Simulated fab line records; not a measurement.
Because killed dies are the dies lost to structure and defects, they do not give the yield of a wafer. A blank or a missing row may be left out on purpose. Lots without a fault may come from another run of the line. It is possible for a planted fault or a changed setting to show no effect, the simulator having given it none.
A lot that was struck, set against a sound lot :: flow nand-harc :: 41 steps out of a route of 1302
Sound: wafers L699.1, L699.3, L699.6. Struck: wafers L702.1, L702.6. (L702.2 of the same lot was not struck and is left out.) The cause comes at the end.
Per side, at each step with rows, come the tool, then ch with its chambers, and then its first start. Under that, the readings that differ: sound wafers :: struck wafers :: difference of the means :: sigmas: that difference in standard deviations of wafers without a fault.
alike: a reading whose means differ by less than 2 such deviations, as well as words and numbers matching on both sides. not compared: withheld readings; readings where some wafer has no value; bounds like >300 that might hide an equal value; numbers whose values overlap and for which the record gives no deviation.
A row with sigmas, a row that says differs or no value, or rows on one side alone: a step with any of these is where the two part. Numbers that don't overlap but have no deviation are shown without sigmas and don't part them. A reading missing from all wafers of one side parts the sides only when that side holds two or more wafers.

first, 1 step without rows for these wafers: NHARC_P_M2_DEVELOP_08 (develop time 35 s).
NHARC_P_M2_CD_MEAS_09: the cd target is 170 nm.
  sound on cd-sem-03 ch 0, day 7 11:13; struck on cd-sem-03 ch 0, day 8 18:25
  alike: cd-nm
NHARC_P_M2_OVL_MEAS_10: pitch 340 nm.
  struck on overlay-01, day 8 18:30; sound on overlay-01, day 7 11:18
  alike: overlay-x-nm, overlay-y-nm
NHARC_P_M2_INSPECT_11:
  struck on defect-inspect-01, day 8 18:32; sound on defect-inspect-02, day 7 11:20
  alike: raw-defect-count
then, 1 step without rows for these wafers: NHARC_P_M2_DESCUM_14 (chemistry O2, time 3 s).
NHARC_P_M2_ETCH_35: etches the open film in N2/H2, target depth 40 nm, overetch 12 nm, time 43.94 s.
  sound on rie-diel-09 ch 1,2,3, day 7 11:29; struck on rie-diel-09 ch 0,1, day 8 18:41
reading: throttle-valve-pct (%)
sound: 14.153 14.154 14.162
struck: 14.176 14.184
difference: +0.024
sigmas: +2
  alike: drypump-motor-current-A, oes-product-au, rf-fwd-power-W, rf-vpp-V, showerhead-plenum-p-Torr
  not compared: rf-hours-counter-h
then, 1 step without rows for these wafers: NHARC_P_M2_ETCH_15 (etches the open film in C4F8/Ar, target depth 182.5 nm, time 91.2 s).
NHARC_P_M2_CD_MEAS_16:
  struck on cd-sem-03, day 8 18:54; sound on cd-sem-02, day 7 11:42
  alike: cd-nm
then, 1 step without rows for these wafers: NHARC_P_M2_STRIP_18 (strips in N2/H2).
NHARC_P_M2_ETCH_28: etches the open film in CF4/N2, target depth 30 nm, time 72.99 s.
  sound on rie-diel-03 ch 1,3; struck on rie-diel-03 ch 1
  alike: drypump-motor-current-A, oes-product-au, rf-fwd-power-W, rf-vpp-V, showerhead-plenum-p-Torr, throttle-valve-pct
  not compared: rf-hours-counter-h
then, 2 steps without rows for these wafers: NHARC_P_M2_STRIP_19 (strips in post etch residue remover, time 600 s); NHARC_P_M2_DEGAS_29 (time 60 s).
NHARC_P_M2_PRE_CLEAN_30: time 30 s.
  struck on pvd-sputter-02, day 8 19:40; sound on pvd-sputter-02, day 7 12:28
  alike: heater-power-w
NHARC_P_M2_PVD_20: deposits TaN, target thk 5 nm, time 8.06 s.
  sound on pvd-sputter-02; struck on pvd-sputter-02
  alike: bias-v, throttle-valve-pct
then, 2 steps without rows for these wafers: NHARC_P_M2_PVD_21 (deposits Cu, target thk 30 nm, time 20.49 s); NHARC_P_M2_ECD_22 (material Cu, target thk 400 nm).
NHARC_P_M2_ANNEAL_31: time 90 s.
  sound on rtp-anneal-02 ch 0, day 7 13:08; struck on rtp-anneal-01 ch 0, day 8 20:21
  alike: wafer_temp_C_max
then, 1 step without rows for these wafers: NHARC_P_M2_CMP_23 (polishes, t overpolish 20 s, target thk 144.3 nm).
NHARC_P_M2_THK_MEAS_24: measures by xrf.
  struck on film-metro-02, day 8 21:01; sound on film-metro-02, day 7 13:48
  alike: thk-nm
after that, 1 step had no rows for these wafers: NHARC_P_M2_SRD_25.
NHARC_P_M2_PRE_CLEAN_32: time 12 s.
  sound on pecvd-02 ch 0,2, day 7 14:01; struck on pecvd-04 ch 0,1, day 8 21:15
  alike: heater-power-w, rf-fwd-power-W
then, 3 steps without rows for these wafers: NHARC_P_M2_DEP_33 (deposits SiCN, target thk 30 nm); NHARC_P_BONDPAD_DEP_00 (deposits SiCN, target thk 250 nm); NHARC_P_BONDPAD_CMP_32 (polishes SiCN, target thk 200 nm).
NHARC_P_BONDPAD_THK_MEAS_33: measures by ellipsometry.
  struck on film-metro-02, day 8 22:25; sound on film-metro-01, day 7 15:11
  alike: thk-nm
then, 10 steps without rows for these wafers: NHARC_P_BONDPAD_SRD_34; NHARC_P_BONDPAD_DEHYDRATE_01 (time 120 s); NHARC_P_BONDPAD_HMDS_02 (time 30 s); NHARC_P_BONDPAD_COAT_36 (time 65 s); NHARC_P_BONDPAD_COAT_03 (resist thk 600 nm); NHARC_P_BONDPAD_SOFTBAKE_04 (time 70 s); NHARC_P_BONDPAD_EBR_05; NHARC_P_BONDPAD_EXPOSE_06 (exposes mask P BPAD); NHARC_P_BONDPAD_PEB_07 (peb time 80 s); NHARC_P_BONDPAD_DEVELOP_08 (time 50 s).
NHARC_P_BONDPAD_CD_MEAS_09: the cd target is 500 nm.
  sound on cd-sem-02 ch 0, day 7 15:46; struck on cd-sem-02 ch 0, day 8 22:52
  alike: cd-nm
NHARC_P_BONDPAD_OVL_MEAS_38:
  struck on overlay-01, day 8 22:58; sound on overlay-01, day 7 15:51
  alike: overlay-x-nm, overlay-y-nm
then, 3 steps without rows for these wafers: NHARC_P_BONDPAD_HARDBAKE_10 (time 65 s); NHARC_P_BONDPAD_DESCUM_11 (chemistry O2, time 3 s); NHARC_P_BONDPAD_ETCH_37 (etches the open film in N2/H2, target depth 60 nm, overetch 18 nm, time 65.91 s).
-- break in the record here, with 18 days between the starts of the struck wafers on either side (left off in module P_BONDPAD, picked up again in module END, where the first step shown is number 1302 on the route) --
NHARC_END_SORT_01:
  sound on prober-02 ch 0, day 25 07:43; struck on prober-02 ch 0, day 27 01:52
reading: defect-limited-yield (%)
sound: 90.5 90.3 90.5
struck: 82.7 86.3
difference: -5.9
sigmas: -2

reading: killed-at-periphery
sound: 4 8 3
struck: 58 46
difference: +47
sigmas: +20

reading: killed-dies
sound: 64 66 64
struck: 117 93
difference: +40
sigmas: +2
  alike: killed-at-array, killed-at-other, killed-open, killed-short

== WHERE THEY PART ==
First at NHARC_P_M2_ETCH_35; last, within this record, at NHARC_END_SORT_01.

WHY: what the simulator had put in
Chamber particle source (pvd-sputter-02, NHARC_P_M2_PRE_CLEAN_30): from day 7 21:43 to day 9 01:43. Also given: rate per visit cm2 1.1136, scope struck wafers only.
